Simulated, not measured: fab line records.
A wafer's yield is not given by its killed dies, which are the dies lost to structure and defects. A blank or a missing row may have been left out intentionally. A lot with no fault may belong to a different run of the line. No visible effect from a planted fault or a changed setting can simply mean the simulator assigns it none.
fab line records	flow n5-finfet
record lots=4	wafers=12	last-day=18
route steps=1938 shown BEOL_M2@921 BEOL_M3@931 BEOL_M4@1111 PASSIVATION@1936
lots untouched by any fault: they come from a run of this same line in which no faults occurred
start-h: start of the lot's first displayed wafer, in hours after the record's first day	wait-h: how many hours have passed since the lot's step before this one	" same as the row above	L1.1+2: several wafers, shown together as one row	- value missing, or start not given	* or withheld: withheld	< > ~ a bound
route shown NAME@n: names a module that has steps shown in the file, with the first one's number in the route	usual: mean/standard deviation of fault-free wafers	same: alike in all rows	chamber/n: place in a boat	sites: per-site readings	_std_site: how widely they spread, as a standard deviation	_edge_site: inner sites' mean taken away from outer sites' mean	radius-mm: for every site, how far away it sits from the centre of the wafer	mask NAME#n: copy n	behind: tool/chamber where the wafer was last shaped	hold: the reason the lot was held/the length of the hold in hours/how it ended	device: the n, p or np transistor that did not switch	end of line: at the end of the route, the tests of the same wafers	step lacking rows: just its recipe	killed: dies lost to structure and defects at the first sort, not the wafer's yield	map: shows each die of a wafer: x if killed, . if not, _ if none is there
set.NAME: the setting that was run; set.NAME@STEP: the one run at that earlier step	model.NAME: the simulator's own value behind a step, which no gauge read
lots at some steps of the route; a table a step, a row a wafer
services: when a tool's chamber went out of use (start-h, in hours from the record's first day, below 0 if earlier), for how many hours, and the reason
## steps
# step N5_BEOL_M2_ECD_50
# recipe material=Cu	target-thk-a=3000
# step N5_BEOL_M2_ANNEAL_51
# recipe temp-c=225	time-s=90	ambient=N2
# step N5_BEOL_M2_CMP_52
# recipe stop-on=SiOC	t-overpolish-s=6.8	down-force-psi=1	platen-rpm=50	clearing-platen-down-force-psi=1.5	clearing-platen-rpm=50	post-cmp-clean=cu-alkaline	target-thk-nm=40	clearing-platen-pad-velocity-m-s=0.99484	pad-velocity-m-s=0.99484
# step N5_BEOL_M2_PRE_CLEAN_60
# recipe gas=NH3/H2	time-s=15	temp-c=*	rf-power-w=300
# step N5_BEOL_M2_CO_CAP_55
# recipe material=Co	target-thk-a=20	temp-c=200	precursor=CCTBA/H2	pressure-torr=30	time-s=102.1
# step N5_BEOL_M2_PRE_CLEAN_56
# recipe gas=NH3	time-s=15	temp-c=withheld	rf-power-w=300
# step N5_BEOL_M2_DEP_57
# recipe material=SiCN	target-thk-a=80	temp-c=withheld	precursor=3MS/NH3	pressure-torr=3	rf-w=202	time-s=14
# step N5_BEOL_M3_ILD_DEP_00
# recipe material=SiOC	target-thk-a=790	temp-c=350	precursor=DEMS/O2	pressure-torr=5	rf-w=500	time-s=15.3
# step N5_BEOL_M3_PECVD_72
# recipe material=SiO2	target-thk-a=160	temp-c=400	precursor=TEOS/O2	pressure-torr=5.5	rf-w=450	teos-flow-sccm=53.8	gas=O2	flow-sccm=3000	time-s=18
# usual heater-power-w=732/120	showerhead-plenum-p-Torr=8.82/0.087	susceptor-temp-C=400.04/0.22	throttle-valve-pct=22.4/0.72
lot.wafer	tool	chamber	start-h	wait-h	heater-power-w	showerhead-plenum-p-Torr	susceptor-temp-C	throttle-valve-pct
L856.1	pecvd-03	0	160.32	0.0	695	8.73	399.81	22.2
L856.2	"	2	"	"	686	8.79	400.41	21.1
L856.6	"	2	"	"	698	8.78	400.29	21.3
L862.2	pecvd-03	1	197.52	0.0	667	8.78	400.03	23.3
L862.3	"	2	"	"	697	8.78	400.17	21.1
L862.5	"	2	"	"	711	8.78	400.03	21.3
L865.4	pecvd-03	1	212.71	0.1	659	8.79	400.04	23.3
L865.5	"	0	"	"	739	8.70	400.12	22.4
L865.6	"	2	"	"	709	8.76	399.85	21.5
L877.1	pecvd-04	0	293.00	0.0	694	8.85	400.39	22.2
L877.3	"	1	"	"	886	8.77	399.87	22.1
L877.4	"	1	"	"	900	8.78	400.06	21.9
# step N5_BEOL_M3_HM_DEP_02
# recipe material=TiN	target-thk-a=200	temp-c=25	chamber-pressure-pa=0.49996
# step N5_BEOL_M3_COAT_61
# recipe resist=SOC	temp-c=250	time-s=60	spin-rpm=1500	resist-thk-nm=60
# step N5_BEOL_M3_COAT_62
# recipe resist=SiARC	temp-c=220	time-s=60	spin-rpm=1500	resist-thk-nm=12
# step N5_BEOL_M3_COAT_73
# recipe resist=underlayer	temp-c=205	time-s=60	spin-rpm=1500	resist-thk-nm=5
# step N5_BEOL_M3_COAT_05
# recipe resist=CAR-EUV	spin-rpm=1500	resist-thk-nm=30
# step N5_BEOL_M3_EBR_07
# recipe solvent=PGMEA	ebr-width-mm=1.5
# step N5_BEOL_M3_SOFTBAKE_06
# recipe temp-c=110	time-s=60	resist=CAR-EUV
# step N5_BEOL_M3_EXPOSE_08
# recipe mask-id=M3	na=0.33	source-shape=dipole	sigma-inner=0.369	sigma-outer=0.767	polarization=unpolarized	dose-mj=33
# step N5_BEOL_M3_PEB_09
# recipe peb-temp-c=100	peb-time-s=60	resist=CAR-EUV
# step N5_BEOL_M3_DEVELOP_10
# recipe develop-time-s=30	developer=TMAH	resist=CAR-EUV	rinse-liquid=surfactant-rinse	dry=air-spin	dev-temp-c=23
# step N5_BEOL_M3_INSPECT_13
# recipe mode=adi	inspect-instrument=brightfield
# usual raw-defect-count=396/85
lot.wafer	tool	chamber	start-h	wait-h	raw-defect-count
L856.1	defect-inspect-02	-	162.65	0.1	576
L856.2	"	-	"	"	358
L856.6	"	-	"	"	363
L862.2	defect-inspect-02	-	199.21	0.1	900
L862.3	"	-	"	"	902
L862.5	"	-	"	"	842
L865.4	defect-inspect-02	-	213.23	0.0	1064
L865.5	"	-	"	"	923
L865.6	"	-	"	"	982
L877.1	defect-inspect-01	-	293.53	0.1	397
L877.3	"	-	"	"	519
L877.4	"	-	"	"	321
# step N5_BEOL_M3_DESCUM_16
# recipe chemistry=O2	time-s=7	source-power-w=50	bias-power-w=20	pressure-mtorr=20	rf-frequency-hz=2.712e+07	temp-c=40	resist=CAR-EUV	o2-flow-sccm=225
# step N5_BEOL_M3_ETCH_74
# recipe chemistry=N2/H2	target=underlayer	target-depth-a=65	mask-material=CAR-EUV	time-s=5.2	ion-energy-ev=200	pressure-mtorr=30	source-w=840	bias-w=150	n2-flow-sccm=200	h2-flow-sccm=200	ends=cleared
# step N5_BEOL_M3_ETCH_63
# recipe chemistry=CF4	target=SiARC	target-depth-a=156	mask-material=CAR-EUV	time-s=26	ion-energy-ev=80	pressure-mtorr=40	source-w=545	bias-w=36	Ar_flow_sccm=100	cf4-flow-sccm=100	ends=cleared
# step N5_BEOL_M3_ETCH_64
# recipe chemistry=N2/H2	target=SOC	target-depth-a=750	overetch-a=150	mask-material=SiARC	temp-c=40	time-s=112.5	ion-energy-ev=200	pressure-mtorr=30	source-w=840	bias-w=150	n2-flow-sccm=200	h2-flow-sccm=200
# step N5_BEOL_M3_STRIP_65
# recipe chemistry=N2/H2	temp-c=40	n2-flow-sccm=200	h2-flow-sccm=200	rf-frequency-hz=6e+07
# step N5_BEOL_M3_STRIP_75
# recipe chemistry=N2/H2	temp-c=40	n2-flow-sccm=200	h2-flow-sccm=200	rf-frequency-hz=6e+07
# step N5_BEOL_M3_STRIP_66
# recipe chemistry=CF4	resist=SiARC	power-w=300	bias-power-w=75	pressure-mtorr=50	cf4-flow-sccm=150	rf-frequency-hz=6e+07
# step N5_BEOL_M3_HM_OPEN_17
# recipe chemistry=Cl2/BCl3	target-depth-a=200	overetch-a=60	target=TiN	mask-material=SOC	ion-energy-ev=150	pressure-mtorr=10	icp-w=1000	bias-w=126	Cl2_flow_sccm=53.25	bcl3-flow-sccm=21.75	Ar_flow_sccm=25
# step N5_BEOL_M3_STRIP_19
# recipe chemistry=O2	power-w=400	temp-c=40	pressure-mtorr=30	rf-frequency-hz=6e+07	bias-power-w=0	overash-fraction=0.2	o2-flow-sccm=225
# step N5_BEOL_M3_COAT_67
# recipe resist=SOC	temp-c=250	time-s=60	spin-rpm=1500	resist-thk-nm=60
# step N5_BEOL_M3_COAT_68
# recipe resist=SiARC	temp-c=220	time-s=60	spin-rpm=1500	resist-thk-nm=12
# step N5_BEOL_M3_COAT_76
# recipe resist=underlayer	temp-c=205	time-s=60	spin-rpm=1500	resist-thk-nm=5
# step N5_BEOL_M3_COAT_22
# recipe resist=CAR-EUV	spin-rpm=1500	resist-thk-nm=30
# step N5_BEOL_M3_EBR_24
# recipe solvent=PGMEA	ebr-width-mm=1.5
# step N5_BEOL_M3_SOFTBAKE_23
# recipe temp-c=110	time-s=60	resist=CAR-EUV
# step N5_BEOL_M3_INSPECT_30
# recipe mode=adi	inspect-instrument=brightfield
# usual raw-defect-count=396/85
lot.wafer	tool	chamber	start-h	wait-h	raw-defect-count
L856.1	defect-inspect-02	-	168.61	0.1	572
L856.2	"	-	"	"	382
L856.6	"	-	"	"	377
L862.2	defect-inspect-02	-	200.30	0.0	918
L862.3	"	-	"	"	879
L862.5	"	-	"	"	844
L865.4	defect-inspect-02	-	214.24	0.0	1057
L865.5	"	-	"	"	926
L865.6	"	-	"	"	972
L877.1	defect-inspect-02	-	294.66	0.1	418
L877.3	"	-	"	"	518
L877.4	"	-	"	"	361
# step N5_BEOL_M4_RC_MEAS_101
# usual DIBL_N=37.4/2.1	DIBL_P=37.8/2.5	IOFF_N=0.19/0.045	IOFF_P=0.24/0.05	ION_N=682/16	ION_P=467/11	SS_N=71.9/0.67	SS_P=73.6/0.76	VT_N=247/3.6	VT_P=-248/3.6
lot.wafer	tool	chamber	start-h	wait-h	DIBL_N[mV/V]	DIBL_P[mV/V]	IOFF_N[nA/um]	IOFF_P[nA/um]	ION_N[uA/um]	ION_P[uA/um]	SS_N[mV/dec]	SS_P[mV/dec]	VT_N[mV]	VT_P[mV]
L856.1	prober-02	0	185.04	0.0	37.3	35.2	0.18	0.21	694	471	70.8	73.0	247	-250
L856.2	"	0	"	"	41.5	41.1	0.28	0.34	688	470	72.9	74.8	241	-244
L856.6	"	0	"	"	40.4	39.2	0.27	0.28	711	475	72.1	73.7	242	-247
L862.2	prober-01	0	217.81	0.2	40.1	40.0	0.25	0.29	682	461	72.8	74.2	244	-242
L862.3	"	0	"	"	37.8	38.8	0.20	0.29	706	489	72.2	73.7	246	-242
L862.5	"	0	"	"	39.9	40.3	0.26	0.32	705	475	72.5	74.4	244	-244
L865.4	prober-01	0	238.09	0.5	37.3	37.1	0.19	0.25	698	483	71.3	73.1	245	-245
L865.5	"	0	"	"	39.2	39.5	0.23	0.30	706	484	72.7	73.4	245	-243
L865.6	"	0	"	"	36.7	37.0	0.19	0.24	703	478	71.7	73.2	242	-245
L877.1	prober-02	0	329.94	0.0	39.5	39.0	0.24	0.27	690	469	73.6	73.9	246	-248
L877.3	"	0	"	"	34.4	33.8	0.12	0.18	667	463	71.6	72.9	252	-249
L877.4	"	0	"	"	37.3	38.7	0.20	0.29	689	480	72.7	74.2	243	-243
# step N5_PASSIVATION_PROBE_49
# usual defect-limited-yield=90.9/1.6	killed_at_M0_to_M3=34/10	killed_at_M4_up=13/5.4	killed-at-contacts=13/6	killed-at-front-end=42/13	killed-at-other=4/3.2	killed-dies=107/18	killed-on-rim=14/4.2	killed-open=69/14	killed-short=35/7.7	sort_bin_4_leakage=0.02/0.17	sort_bin_5_function=5.3/1	sort_bin_6_memory=3.3/0.75	sort-n-pass=1073/19	sort-yield-pct=90.9/1.6
# same gross-dies=1180	killed-at-back-side=0	sort_bin_8_speed[%]=0
lot.wafer	tool	chamber	start-h	wait-h	defect-limited-yield[%]	killed_at_M0_to_M3	killed_at_M4_up	killed-at-contacts	killed-at-front-end	killed-at-other	killed-dies	killed-on-rim	killed-open	killed-short	sort_bin_4_leakage[%]	sort_bin_5_function[%]	sort_bin_6_memory[%]	sort-n-pass	sort-yield-pct[%]
L856.1	prober-01	-	287.51	0.0	91.3	33	15	13	32	10	103	9	64	32	0	5.2	3.1	1077	91.3
L856.2	prober-01	-	287.56	0.1	93.2	21	8	9	38	4	80	11	46	32	0.34	4.2	2.5	1096	92.9
L856.6	prober-01	-	287.76	0.3	91.0	37	6	26	35	2	106	10	66	40	0	5.4	3.4	1074	91.0
L862.2	prober-02	-	327.06	0.1	81.4	159	16	14	24	6	219	18	64	36	0.08	11.6	5.0	960	81.4
L862.3	prober-02	-	327.11	0.1	86.3	87	8	26	31	10	162	29	74	21	0	8.8	3.6	1018	86.3
L862.5	prober-02	-	327.21	0.2	86.1	99	7	22	36	0	164	24	58	38	0	8.7	3.9	1016	86.1
L865.4	prober-02	-	342.09	0.2	81.4	151	22	15	29	3	220	21	67	33	0	11.9	4.8	960	81.4
L865.5	prober-02	-	342.14	0.2	86.3	112	8	10	29	3	162	27	51	30	0	9.2	2.8	1018	86.3
L865.6	prober-02	-	342.19	0.3	85.8	96	14	15	27	15	167	34	57	41	0	7.0	4.4	1013	85.8
# killed by level:class
L856.1 FIN_SAQP:geometric-particle:short=9 MOL_CONTACT_COAG:geometric-particle:open=8 BEOL_M0_SAQP:geometric-particle:open=7 BEOL_M1:geometric-particle:open=6 BEOL_M4:geometric-particle:open=6 BEOL_M5:geometric-particle:open=6 MOL_CONTACT_COAG:geometric-particle:short=5 BEOL_M0_SAQP:geometric-particle:short=5
L856.2 FIN_SAQP:geometric-particle:open=9 MOL_CONTACT_COAG:geometric-particle:open=9 GATE_CUT:geometric-particle:short=8 STARTING-WAFER:geometric-particle:short=7 FIN_SAQP:geometric-particle:short=6 BEOL_M1:geometric-particle:open=6 BEOL_M2:geometric-particle:open=4 BEOL_M0_SAQP:geometric-particle:open=3
L856.6 MOL_CONTACT_COAG:geometric-particle:open=21 FIN_SAQP:geometric-particle:short=8 BEOL_M1:geometric-particle:short=8 BEOL_M1:geometric-particle:open=7 FIN_SAQP:geometric-particle:open=6 GATE_CUT:geometric-particle:short=5 MOL_CONTACT_COAG:geometric-particle:short=5 BEOL_M2:geometric-particle:open=5
L862.2 BEOL_M3:unspecified=117 MOL_CONTACT_COAG:geometric-particle:open=10 FIN_SAQP:geometric-particle:short=9 BEOL_M0_SAQP:geometric-particle:open=9 BEOL_M3:geometric-particle:open=9 BEOL_M4:geometric-particle:open=9 BEOL_M1:geometric-particle:open=6 BEOL_M0_SAQP:geometric-particle:short=5
L862.3 BEOL_M3:unspecified=61 MOL_CONTACT_COAG:geometric-particle:open=22 BEOL_M2:geometric-particle:open=16 FIN_SAQP:geometric-particle:open=9 PASSIVATION:area-etch=6 DUMMY_GATE:geometric-particle:open=5 STI_FIN_REVEAL:geometric-particle:open=4 MOL_CONTACT_COAG:geometric-particle:short=4
L862.5 BEOL_M3:unspecified=65 MOL_CONTACT_COAG:geometric-particle:open=15 BEOL_M0_SAQP:geometric-particle:short=11 FIN_SAQP:geometric-particle:short=10 STI_FIN_REVEAL:geometric-particle:open=7 BEOL_M0_SAQP:geometric-particle:open=7 FIN_SAQP:geometric-particle:open=6 MOL_CONTACT_COAG:geometric-particle:short=6
L865.4 BEOL_M3:unspecified=118 BEOL_M4:geometric-particle:open=16 MOL_CONTACT_COAG:geometric-particle:open=13 BEOL_M0_SAQP:geometric-particle:short=10 BEOL_M0_SAQP:geometric-particle:open=9 STI_FIN_REVEAL:geometric-particle:open=6 BEOL_M2:geometric-particle:open=5 BEOL_M4:geometric-particle:short=5
L865.5 BEOL_M3:unspecified=81 BEOL_M1:geometric-particle:open=7 MOL_CONTACT_COAG:geometric-particle:open=6 BEOL_M0_SAQP:geometric-particle:short=6 BEOL_M0_SAQP:geometric-particle:open=6 GATE_CUT:geometric-particle:open=5 FIN_SAQP:geometric-particle:short=4 FIN_SAQP:geometric-particle:open=4
L865.6 BEOL_M3:unspecified=61 BEOL_M0_SAQP:geometric-particle:open=12 MOL_CONTACT_COAG:geometric-particle:open=10 BEOL_M0_SAQP:geometric-particle:short=8 BEOL_M4:geometric-particle:open=7 MIM_BOT:geometric-particle:short=7 HKMG_FIN:area-etch=7 MOL_CONTACT_COAG:geometric-particle:short=5
# map L862.2 (x killed, . not)
_________________..x...x.....________________
______________...........x......_____________
___________.........x...x..........__________
__________........x................._________
________.............................._______
_______.x....x............x.......x....______
______..............................x..._____
_____.........x..................x...xx..____
____........x..x..........x...............___
___.....xx.........x......x...............x__
___...........x.....x......x..x...x..x.....__
__.x...........xx.x..x.........x..x........._
__.........x.......x...x..x..x.......x......_
_.........x....x.....x.x..........x..........
_............x...............................
_.x.......x..................xx....xx........
_....x..................x....................
_.......x................................x.x.
_..x.....x..x............x.....x.............
_..............x...x......x..x..x............
_....x............x.xx.......................
__..............x...x...........xx........x._
__............xxxxxxx.x.x............x......_
___x..........x.xxxxxxxxx..............x...__
___....x...x...xxxxxxxxxx.x..x.....x.....x.__
____.......x.xxxxxxxxxxxxxx.....x.........___
_____.x...x..xxxxxxxxxxxxxx..x.x.........____
______.......xxxxxxxxxxxxx.............._____
_______....xxxxxxxxxxxxxx..............______
________.....xxxxxxxxxxxxx...........x_______
__________...xxxxxxxxxx..x.......xx._________
___________.x....xxx.x..x.......x..__________
______________xxxx..xx........x._____________
_________________...x........________________
# map L865.4 (x killed, . not)
_________________.........x..________________
______________x.xx.......x.x...._____________
___________......x.......x......x..__________
__________........x..............x.._________
________.........x...................._______
_______...x..............x...x.........______
______.................................._____
_____...x...............x................____
____............................x.........___
___.......x........x..x..x........x........__
___.....x.............xx....x........x.x...__
__...x.........................x....x.x...x._
__.........................x...............x_
_.....x................x............x.....xx.
_..............x......x.............x...x...x
_...................x.............x..........
_...x.....x......x.........x.....x.x.x.......
_...........x................x.......x.x.....
_.....x....x..x...............x..............
_.................x.....x..x.................
_.....x....xx...x...x........................
__.x......x......xxxxx.x......x............._
__..x........x..xxxxx..x..x......x.........._
___.........xxxxxxxxxxxx...................__
___...........xxxxxxxxxxxxx.x.........x....__
____..........xxxxxxxxxxx..x...x..x.x.....___
_____.......xx.xxxxxxxxxx...x...........x____
______x..xx.xxxxxxxxxxxxxx.............._____
_______x.x....xxxxxxxxx.x............x.______
________x...xxxxxxxxxxxxx............._______
__________...xxxxxxxxx..x.x.....x..._________
___________..x.xxxxxx..x......x...x__________
______________x.x.xx..x.......x._____________
_________________..x...x.....________________
## services
tool	chamber	start-h	hours	kind
pecvd-04	-	139.50	0.5	repair
pecvd-03	2	165.01	2.1	scheduled-down
pecvd-04	0	174.90	2.1	scheduled-down
pecvd-03	0	175.21	5.5	scheduled-down
pecvd-04	-	182.39	1.5	repair
pecvd-04	1	188.20	4.6	repair
pecvd-03	1	189.02	5.5	scheduled-down
pecvd-04	1	194.61	2.1	scheduled-down
## key
first-sign step=N5_BEOL_M3_INSPECT_13	reading=raw-defect-count	direction=up	sigmas=6.3	usual=396	struck=936
effect step=N5_BEOL_M3_INSPECT_30	reading=raw-defect-count	direction=up	sigmas=6.3	usual=396	struck=933
effect step=N5_PASSIVATION_PROBE_49	reading=killed_at_M0_to_M3	direction=up	sigmas=8.1	usual=34	struck=117
more-kills-born-at N5_BEOL_M3_PECVD_72@pecvd-03=503
met-at N5_BEOL_M3_PECVD_72
struck-wafers L862.2,L862.3,L862.5,L865.4,L865.5,L865.6
onset-between 160.32 197.52
fault kind=chamber-particle-source	tool=pecvd-03	chamber=-	onset-h=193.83	steps=N5_BEOL_M3_PECVD_72	rate-per-visit-cm2=0.74316	end-h=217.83
